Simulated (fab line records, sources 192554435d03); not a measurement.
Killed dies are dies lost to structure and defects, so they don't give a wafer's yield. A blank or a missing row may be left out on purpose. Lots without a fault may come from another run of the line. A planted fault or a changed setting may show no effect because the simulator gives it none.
Which tool did it? | flow n5_finfet | 24 lots, 72 wafers sampled, at 6 steps of a route of 1938

WHAT THE GAUGES READ, wafer by wafer
N5_BEOL_M14_OVL_MEAS_11. Usual: V13_OVL 3 nm, standard deviation 5.4.
lot  | measured     | on         | V13_OVL (nm) | flag
L074 | day 11 04:14 | overlay-01 | 10 12 7      |
L075 | day 12 04:31 | overlay-02 | -3 4 2       |
L076 | day 13 11:56 | overlay-02 | 2 4 5        |
L077 | day 13 12:08 | overlay-02 | 15 7 8       |
L079 | day 13 15:12 | overlay-01 | 15 11 11     |
L078 | day 13 19:30 | overlay-01 | 9 6 4        |
L082 | day 14 10:51 | overlay-01 | -6 -1 -3     |
L081 | day 14 13:42 | overlay-02 | 1 -4 -4      |
L084 | day 14 19:50 | overlay-01 | 1 -1 1       |
L080 | day 15 02:56 | overlay-02 | 5 5 2        |
L087 | day 15 05:47 | overlay-01 | -5 0 -4      |
L085 | day 15 06:06 | overlay-02 | 5 -5 2       |
L083 | day 15 07:55 | overlay-02 | 4 0 1        |
L086 | day 15 23:37 | overlay-02 | 1 2 8        |
L088 | day 15 23:53 | overlay-02 | 13 11 9      |
L091 | day 16 05:53 | overlay-01 | 0 3 8        |
L089 | day 16 06:33 | overlay-02 | 4 3 9        |
L092 | day 17 03:17 | overlay-01 | 4 8 -1       |
L094 | day 17 07:17 | overlay-02 | 2 5 4        |
L093 | day 17 15:20 | overlay-02 | 6 3 6        |
L090 | day 17 15:47 | overlay-01 | 6 -1 8       |
L095 | day 17 22:24 | overlay-01 | 10 7 13      |
L096 | day 18 05:19 | overlay-01 | 2 0 -4       |
L097 | day 18 16:52 | overlay-02 | -1 -1 -5     |

N5_BEOL_M14_CD_MEAS_17: target cd 250 nm. Usual: cd_nm 251.2 nm, standard deviation 2.2.
lot  | measured     | on        | cd_nm (nm)        | flag
L074 | day 11 04:44 | cd_sem-01 | 252.5 251.4 251.5 |
L075 | day 12 05:01 | cd_sem-01 | 251.0 248.2 254.0 |
L076 | day 13 12:26 | cd_sem-02 | 251.8 250.5 253.1 |
L077 | day 13 12:58 | cd_sem-01 | 251.5 256.4 252.4 |
L079 | day 13 15:42 | cd_sem-01 | 248.4 248.5 249.6 |
L078 | day 13 20:00 | cd_sem-01 | 253.5 251.0 253.9 |
L082 | day 14 11:23 | cd_sem-03 | 252.2 248.5 255.2 |
L081 | day 14 14:12 | cd_sem-03 | 252.0 251.0 249.6 |
L084 | day 14 20:20 | cd_sem-01 | 248.1 251.0 251.0 |
L080 | day 15 03:26 | cd_sem-03 | 253.7 250.2 254.0 |
L087 | day 15 06:17 | cd_sem-01 | 246.7 250.2 246.3 |
L085 | day 15 06:38 | cd_sem-02 | 248.5 248.3 250.2 |
L083 | day 15 08:25 | cd_sem-01 | 251.6 253.6 247.9 |
L086 | day 16 00:07 | cd_sem-02 | 250.4 254.0 250.6 |
L088 | day 16 00:23 | cd_sem-01 | 252.9 254.9 248.9 |
L091 | day 16 06:34 | cd_sem-01 | 248.0 250.5 248.0 |
L089 | day 16 07:32 | cd_sem-03 | 251.1 251.1 252.0 |
L092 | day 17 03:47 | cd_sem-01 | 251.5 248.1 252.2 |
L094 | day 17 07:47 | cd_sem-03 | 249.5 248.9 249.2 |
L093 | day 17 15:50 | cd_sem-01 | 250.0 249.8 248.3 |
L090 | day 17 16:32 | cd_sem-01 | 253.1 252.0 252.2 |
L095 | day 17 22:53 | cd_sem-03 | 253.0 253.7 253.6 |
L096 | day 18 05:48 | cd_sem-03 | 251.1 249.6 249.8 |
L097 | day 18 17:22 | cd_sem-01 | 251.9 250.1 252.6 |

N5_BEOL_M14_INSPECT_30: inspects for defects (macro). Usual: raw_defect_count 2.1, standard deviation 1.2.
lot  | measured     | on                | raw_defect_count | flag
L074 | day 11 05:14 | defect_inspect-01 | 1 4 1            |
L075 | day 12 05:31 | defect_inspect-02 | 1 0 2            |
L076 | day 13 12:56 | defect_inspect-02 | 2 5 2            |
L077 | day 13 13:28 | defect_inspect-01 | 4 2 2            |
L079 | day 13 16:12 | defect_inspect-01 | 2 2 2            |
L078 | day 13 20:23 | defect_inspect-02 | 2 2 2            |
L082 | day 14 11:53 | defect_inspect-01 | 2 2 4            |
L081 | day 14 14:43 | defect_inspect-02 | 4 2 1            |
L084 | day 14 20:43 | defect_inspect-02 | 2 2 3            |
L080 | day 15 03:56 | defect_inspect-02 | 4 1 2            |
L087 | day 15 06:40 | defect_inspect-01 | 2 2 0            |
L085 | day 15 07:01 | defect_inspect-01 | 3 2 2            |
L083 | day 15 08:47 | defect_inspect-02 | 4 3 2            |
L086 | day 16 00:29 | defect_inspect-02 | 1 1 3            |
L088 | day 16 00:53 | defect_inspect-02 | 1 3 4            |
L091 | day 16 06:56 | defect_inspect-01 | 2 4 3            |
L089 | day 16 07:56 | defect_inspect-02 | 1 2 6            |
L092 | day 17 04:10 | defect_inspect-02 | 1 1 2            |
L094 | day 17 08:17 | defect_inspect-01 | 1 2 4            |
L093 | day 17 16:20 | defect_inspect-01 | 0 1 1            |
L090 | day 17 16:55 | defect_inspect-02 | 3 2 1            |
L095 | day 17 23:23 | defect_inspect-01 | 1 1 2            |
L096 | day 18 06:11 | defect_inspect-02 | 2 6 2            |
L097 | day 18 17:54 | defect_inspect-01 | 5 0 2            |

WHICH TOOL RAN EACH LOT (tool, then ch and the chambers of the sampled wafers, then the start)
lot  | N5_BEOL_M13_SPUTTER_43       | N5_BEOL_M13_SPUTTER_44       | N5_BEOL_M14_ILD_DEP_00
L074 | pvd_sputter-03, day 11 01:50 | pvd_sputter-03, day 11 01:55 | pecvd-01 ch 1,2, day 11 03:43
L075 | pvd_sputter-02, day 12 02:46 | pvd_sputter-02, day 12 02:51 | pecvd-02 ch 1,2, day 12 03:59
L076 | pvd_sputter-03, day 13 10:02 | pvd_sputter-03, day 13 10:07 | pecvd-01 ch 1,2, day 13 11:17
L077 | pvd_sputter-02, day 13 10:07 | pvd_sputter-02, day 13 10:12 | pecvd-04 ch 0,2, day 13 11:37
L079 | pvd_sputter-02, day 13 13:11 | pvd_sputter-02, day 13 13:16 | pecvd-02 ch 0,1,2, day 13 14:45
L078 | pvd_sputter-02, day 13 17:17 | pvd_sputter-02, day 13 17:22 | pecvd-04 ch 0,2, day 13 18:54
L082 | pvd_sputter-03, day 14 08:59 | pvd_sputter-03, day 14 09:04 | pecvd-02 ch 1,2, day 14 10:12
L081 | pvd_sputter-02, day 14 11:57 | pvd_sputter-02, day 14 12:02 | pecvd-01 ch 1,2, day 14 13:11
L084 | pvd_sputter-02, day 14 18:07 | pvd_sputter-02, day 14 18:12 | pecvd-04 ch 0,1,2, day 14 19:23
L080 | pvd_sputter-03, day 15 00:48 | pvd_sputter-03, day 15 00:53 | pecvd-02 ch 0,1,2, day 15 02:17
L087 | pvd_sputter-03, day 15 03:11 | pvd_sputter-03, day 15 03:16 | pecvd-01 ch 0,1,2, day 15 05:13
L085 | pvd_sputter-01, day 15 03:28 | pvd_sputter-01, day 15 03:33 | pecvd-02 ch 1,2, day 15 05:27
L083 | pvd_sputter-03, day 15 06:10 | pvd_sputter-03, day 15 06:15 | pecvd-02 ch 0,1, day 15 07:23
L086 | pvd_sputter-01, day 15 21:48 | pvd_sputter-01, day 15 21:53 | pecvd-01 ch 0,1,2, day 15 23:05
L088 | pvd_sputter-01, day 15 22:07 | pvd_sputter-01, day 15 22:12 | pecvd-01 ch 0,1,2, day 15 23:22
L091 | pvd_sputter-02, day 16 04:07 | pvd_sputter-02, day 16 04:11 | pecvd-01 ch 0,2, day 16 05:22
L089 | pvd_sputter-03, day 16 04:33 | pvd_sputter-03, day 16 04:38 | pecvd-02 ch 0,2, day 16 05:49
L092 | pvd_sputter-01, day 17 01:23 | pvd_sputter-01, day 17 01:28 | pecvd-01 ch 0,1,2, day 17 02:38
L094 | pvd_sputter-03, day 17 05:25 | pvd_sputter-03, day 17 05:30 | pecvd-04 ch 0,1,2, day 17 06:38
L093 | pvd_sputter-01, day 17 13:17 | pvd_sputter-01, day 17 13:22 | pecvd-01 ch 0,1,2, day 17 14:41
L090 | pvd_sputter-03, day 17 13:31 | pvd_sputter-03, day 17 13:35 | pecvd-01 ch 0,1,2, day 17 15:15
L095 | pvd_sputter-02, day 17 20:32 | pvd_sputter-02, day 17 20:37 | pecvd-02 ch 2, day 17 21:47
L096 | pvd_sputter-02, day 18 03:26 | pvd_sputter-02, day 18 03:31 | pecvd-02 ch 0,1,2, day 18 04:40
L097 | pvd_sputter-01, day 18 14:55 | pvd_sputter-01, day 18 14:59 | pecvd-04 ch 0,2, day 18 16:13
- N5_BEOL_M13_SPUTTER_43: material TaN, target thk 15 nm, time 24.19 s.
- N5_BEOL_M13_SPUTTER_44: material Ta, target thk 10 nm, time 16.13 s.
- N5_BEOL_M14_ILD_DEP_00: deposits SiO2 from TEOS/O2, target thk 1119.3 nm, time 237.4 s.

WHAT THE TOOLS THEMSELVES READ (means of the sampled wafers that have a number; where no wafer has one, the mark that the record gives instead)
N5_BEOL_M13_SPUTTER_43. Usual: throttle_valve_pct 30.3 %, standard deviation 1.1.
lot  | tool           | throttle_valve_pct (%) | flag
L074 | pvd_sputter-03 | 28.8                   |
L075 | pvd_sputter-02 | 30.0                   |
L076 | pvd_sputter-03 | 29.5                   |
L077 | pvd_sputter-02 | 30.0                   |
L079 | pvd_sputter-02 | 29.5                   |
L078 | pvd_sputter-02 | 30.3                   |
L082 | pvd_sputter-03 | 29.8                   |
L081 | pvd_sputter-02 | 30.2                   |
L084 | pvd_sputter-02 | 30.3                   |
L080 | pvd_sputter-03 | 29.7                   |
L087 | pvd_sputter-03 | 31.0                   |
L085 | pvd_sputter-01 | 30.8                   |
L083 | pvd_sputter-03 | 30.9                   |
L086 | pvd_sputter-01 | 31.0                   |
L088 | pvd_sputter-01 | 31.4                   |
L091 | pvd_sputter-02 | 29.4                   |
L089 | pvd_sputter-03 | 29.6                   |
L092 | pvd_sputter-01 | 31.1                   |
L094 | pvd_sputter-03 | 30.7                   |
L093 | pvd_sputter-01 | 31.4                   |
L090 | pvd_sputter-03 | 30.4                   |
L095 | pvd_sputter-02 | 29.9                   |
L096 | pvd_sputter-02 | 30.2                   |
L097 | pvd_sputter-01 | 31.9                   |

N5_BEOL_M13_SPUTTER_44. Usual: throttle_valve_pct 30.2 %, standard deviation 1.1.
lot  | tool           | throttle_valve_pct (%) | flag
L074 | pvd_sputter-03 | 28.8                   |
L075 | pvd_sputter-02 | 30.0                   |
L076 | pvd_sputter-03 | 29.4                   |
L077 | pvd_sputter-02 | 30.1                   |
L079 | pvd_sputter-02 | 29.4                   |
L078 | pvd_sputter-02 | 30.3                   |
L082 | pvd_sputter-03 | 29.6                   |
L081 | pvd_sputter-02 | 30.2                   |
L084 | pvd_sputter-02 | 30.1                   |
L080 | pvd_sputter-03 | 29.5                   |
L087 | pvd_sputter-03 | 31.0                   |
L085 | pvd_sputter-01 | 30.9                   |
L083 | pvd_sputter-03 | 30.7                   |
L086 | pvd_sputter-01 | 30.8                   |
L088 | pvd_sputter-01 | 31.3                   |
L091 | pvd_sputter-02 | 29.4                   |
L089 | pvd_sputter-03 | 29.5                   |
L092 | pvd_sputter-01 | 31.4                   |
L094 | pvd_sputter-03 | 30.6                   |
L093 | pvd_sputter-01 | 31.2                   |
L090 | pvd_sputter-03 | 30.5                   |
L095 | pvd_sputter-02 | 29.8                   |
L096 | pvd_sputter-02 | 30.3                   |
L097 | pvd_sputter-01 | 31.8                   |

N5_BEOL_M14_ILD_DEP_00. Usual: chamber_pressure_Torr 6.501 Torr, standard deviation 0.015; heater_power_w 554 W, standard deviation 95; showerhead_plenum_p_Torr 8.34 Torr, standard deviation 0.035; throttle_valve_pct 18.7 %, standard deviation 0.31.
lot  | tool     | chamber_pressure_Torr (Torr) | heater_power_w (W) | showerhead_plenum_p_Torr (Torr) | throttle_valve_pct (%) | flag
L074 | pecvd-01 | 6.517                        | 545                | 8.30                            | 19.0                   |
L075 | pecvd-02 | 6.498                        | 675                | 8.36                            | 18.7                   |
L076 | pecvd-01 | 6.514                        | 620                | 8.30                            | 18.7                   |
L077 | pecvd-04 | 6.501                        | 456                | 8.31                            | 18.7                   |
L079 | pecvd-02 | 6.500                        | 616                | 8.36                            | 18.7                   |
L078 | pecvd-04 | 6.495                        | 435                | 8.31                            | 18.7                   |
L082 | pecvd-02 | 6.517                        | 640                | 8.37                            | 18.6                   |
L081 | pecvd-01 | 6.493                        | 627                | 8.31                            | 18.7                   |
L084 | pecvd-04 | 6.497                        | 543                | 8.33                            | 18.8                   |
L080 | pecvd-02 | 6.513                        | 611                | 8.38                            | 18.5                   |
L087 | pecvd-01 | 6.513                        | 483                | 8.32                            | 18.8                   |
L085 | pecvd-02 | 6.488                        | 636                | 8.36                            | 18.6                   |
L083 | pecvd-02 | 6.497                        | 648                | 8.40                            | 18.5                   |
L086 | pecvd-01 | 6.499                        | 516                | 8.31                            | 18.9                   |
L088 | pecvd-01 | 6.512                        | 516                | 8.31                            | 19.0                   |
L091 | pecvd-01 | 6.522                        | 554                | 8.32                            | 18.7                   |
L089 | pecvd-02 | 6.503                        | 586                | 8.40                            | 18.7                   |
L092 | pecvd-01 | 6.503                        | 521                | 8.32                            | 19.1                   |
L094 | pecvd-04 | 6.495                        | 448                | 8.34                            | 19.0                   |
L093 | pecvd-01 | 6.511                        | 507                | 8.31                            | 18.8                   |
L090 | pecvd-01 | 6.492                        | 515                | 8.32                            | 18.7                   |
L095 | pecvd-02 | 6.508                        | 520                | 8.33                            | 18.9                   |
L096 | pecvd-02 | 6.475                        | 604                | 8.37                            | 18.3                   |
L097 | pecvd-04 | 6.490                        | 446                | 8.31                            | 18.9                   |

THE ANSWER, worked out from the rows above alone
Rule: a lot is off if the mean of its wafers that have a number lies more than 3 standard deviations from the usual mean. A lot without any number at a reading at which 4 lots or more have one is off too. The other lots that the step has rows for count as sound. The gauges are gone through in route order, then the tools' own readings, and for those a lot's mean is taken as printed above. The first step at which some lot is off is used, and at that step the reading that is off furthest; a lot without a number counts as furthest.
No lot is off at any reading shown: from this, nothing can be told.

WHAT THE SIMULATOR HAD PUT IN
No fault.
